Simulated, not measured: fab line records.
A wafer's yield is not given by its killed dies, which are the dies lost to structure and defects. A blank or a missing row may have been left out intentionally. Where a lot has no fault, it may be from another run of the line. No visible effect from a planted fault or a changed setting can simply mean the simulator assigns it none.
Split-lot trial ; flow n5_finfet ; 21 wafers read across 7 lots, on a route 1938 steps long

## THE SPLIT ITSELF
At N5_BEOL_M0_DEP_125 (deposits SiCN from 3MS/NH3, target thk 8 nm, time 14 s), the setting time_s was moved away from the recipe's 14 s on 6 of the 21 wafers read, by -14.6% to +11.9%. This setting was run at the recipe's value on the other wafers.

Reading taken at the split's own step.

## THE READING
SiCN_of_BEOL_M0_DEP_125.thk_nm (the simulator's own value, which no gauge read), in nm, at N5_BEOL_M0_DEP_125 (deposits SiCN from 3MS/NH3, target thk 8 nm, time 14 s). The file does not state a usual value for it. Average 8.1 nm, standard deviation 0.16 nm, over the 15 wafers here run with the recipe.

wafer;tool, chamber at the split;time_s as run, s;against the recipe;SiCN_of_BEOL_M0_DEP_125.thk_nm, nm;against lot-mates on the recipe
L074.2;pecvd-04, 2;12.97;-7.4%;7.2;-0.6
L074.3;pecvd-04, 0;14;recipe;7.8;-
L074.6;pecvd-04, 2;12.97;-7.4%;7.6;-0.2
L078.4;pecvd-02, 1;14;recipe;8.2;-
L078.5;pecvd-02, 2,0;14;recipe;8;-
L078.6;pecvd-02, 2,0;14;recipe;8;-
L080.1;pecvd-04, 2,0;14;recipe;8.2;-
L080.6;pecvd-04, 2,0;14;recipe;8.2;-
L080.5;pecvd-04, 2;14;recipe;8.4;-
L081.3;pecvd-02, 2;14;recipe;8;-
L081.5;pecvd-02, 2;14;recipe;8;-
L081.4;pecvd-02, 0;14;recipe;8.2;-
L089.2;pecvd-03, 1,1,2;11.95;-14.6%;7;no lot-mate on the recipe
L089.4;pecvd-03, 1,1,2;11.95;-14.6%;7;no lot-mate on the recipe
L089.5;pecvd-03, 1,1,2;11.95;-14.6%;7;no lot-mate on the recipe
L092.1;pecvd-03, 1;15.66;+11.9%;9;+1.0
L092.3;pecvd-03, 0;14;recipe;7.8;-
L092.5;pecvd-03, 1;14;recipe;8.2;-
L095.1;pecvd-04, 2,1,0;14;recipe;8;-
L095.2;pecvd-04, 2,1,0;14;recipe;8;-
L095.3;pecvd-04, 2,1,0;14;recipe;8;-
If several chambers appear in one row, that row covers several wafers at once and the file leaves open which wafer was in which chamber.

FIT RESULTS
A straight line over all 21 wafers: SiCN_of_BEOL_M0_DEP_125.thk_nm changes by +0.0758 nm for each +1% of time_s; r = +0.95; the points scatter about the line by 0.16 nm.
The same after taking each lot's own level away (the mean of its wafers on the recipe; 18 wafers): +0.0716 nm for each +1%; r = +0.90; scatter 0.13 nm.
Per that fit: largest time_s move, reading shift of 1 nm.
Measured against the standard deviation above, the lots' own levels, which go from 7.80 to 8.27 nm, span 3.0 times it.
Hence the lot-to-lot level has little effect on the slope; both slopes agree.
Check: for one of the wafers moved furthest among these (+11.9%), held out of the fit, the line's prediction against its lot-mates is +0.645 nm. It came out at +1 nm against them.

## OTHER SPLITS ON THESE WAFERS
Before the reading, these wafers also passed through other splits. Each is held against what the fit with the lots' levels taken away leaves over:
other split on the same wafers;wafers away from the commonest value;r with SiCN_of_BEOL_M0_DEP_125.thk_nm (lot level and that fit taken away)
N5_GATE_CUT_ETCH_36 cf4_flow_sccm;5;+0.24
N5_MOL_CONTACT_COAG_ETCH_91 source_w;6;+0.33
N5_MOL_CONTACT_COAG_VIA_ETCH_46 bias_w;7;+0.04
N5_BEOL_M0_SAQP_PECVD_97 time_s;8;+0.16
N5_BEOL_M0_SAQP_COAT_81 spin_rpm;7;-0.39
N5_BEOL_M0_SAQP_SPACER1_ALD_98 temp_c;6;-0.45
N5_BEOL_M0_SAQP_ETCH_106 target_depth_a;8;+0.29

## THE FILE'S OWN FIT
SiCN_of_BEOL_M0_DEP_125.thk_nm changes by +0.076 nm for each +1% of time_s, r = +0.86.
